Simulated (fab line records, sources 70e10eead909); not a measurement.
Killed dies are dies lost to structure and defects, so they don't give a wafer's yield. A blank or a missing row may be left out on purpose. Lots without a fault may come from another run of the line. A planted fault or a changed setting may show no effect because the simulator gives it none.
Chamber matching | flow nand_harc | NHARC_A_CHANNEL_FILL_D1_CMP_10 on cmp-01: 4 sister chambers
The step polishes, target thk 150 nm. 8 wafers are shown with their chamber, then 9 later ones without.

WAFERS WITH THEIR CHAMBER
wafer  | chamber | motor_current_A (A) | time_to_endpoint_s (s)
L077.1 | 1       | 11.6                | 17.1
L077.2 | 0       | 12.9                | 16.5
L082.1 | 0       | 12.9                | 14.6
L082.2 | 2       | 13.3                | 14.1
L082.3 | 3       | 11.3                | 14.9
L082.4 | 1       | 11.7                | 13.9
L082.5 | 3       | 10.2                | 10.7
L082.6 | 2       | 13.5                | 14.0

WAFERS WITHOUT THEIR CHAMBER
wafer  | motor_current_A (A) | time_to_endpoint_s (s)
L084.2 | 12.4                | 12.9
L084.3 | 10.7                | 13.3
L084.6 | 12.6                | 13.0
L087.1 | 12.8                | 12.4
L087.2 | 12.2                | 12.3
L087.4 | 11.2                | 13.5
L090.1 | 11.8                | 13.4
L090.3 | 11.0                | 11.8
L090.6 | 13.1                | 10.5

WHICH CHAMBER EACH WENT THROUGH
wafer  | from the rows above               | in truth
L084.2 | can't be placed: 0 or 1 or 2      | 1
L084.3 | 3                                 | 3
L084.6 | can't be placed: 0 or 2 or 1      | 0
L087.1 | can't be placed: 0 or 2 or 1      | 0
L087.2 | can't be placed: 1 or 0 or 2 or 3 | 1
L087.4 | can't be placed: 3 or 1           | 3
L090.1 | can't be placed: 1 or 3 or 0      | 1
L090.3 | can't be placed: 3 or 1           | 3
L090.6 | can't be placed: 2 or 0           | 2
Placed correctly: 1 of 9. Can't be placed from these rows: 8 (the true chamber is among the candidates in 8). Placed wrongly: 0.
How it was worked out, from the rows above alone: a wafer's distance from a chamber is the root of the sum, over the readings, of the square of ((its reading less the chamber's mean) divided by the reading's scatter). The wafer belongs to the nearest chamber; if the next one is less than 2 further off, it can't be placed. A chamber's mean is the mean of its shown wafers. The scatter: the root of (the sum of the squares of (reading less its chamber's mean) over the shown wafers, divided by (wafers less chambers)).
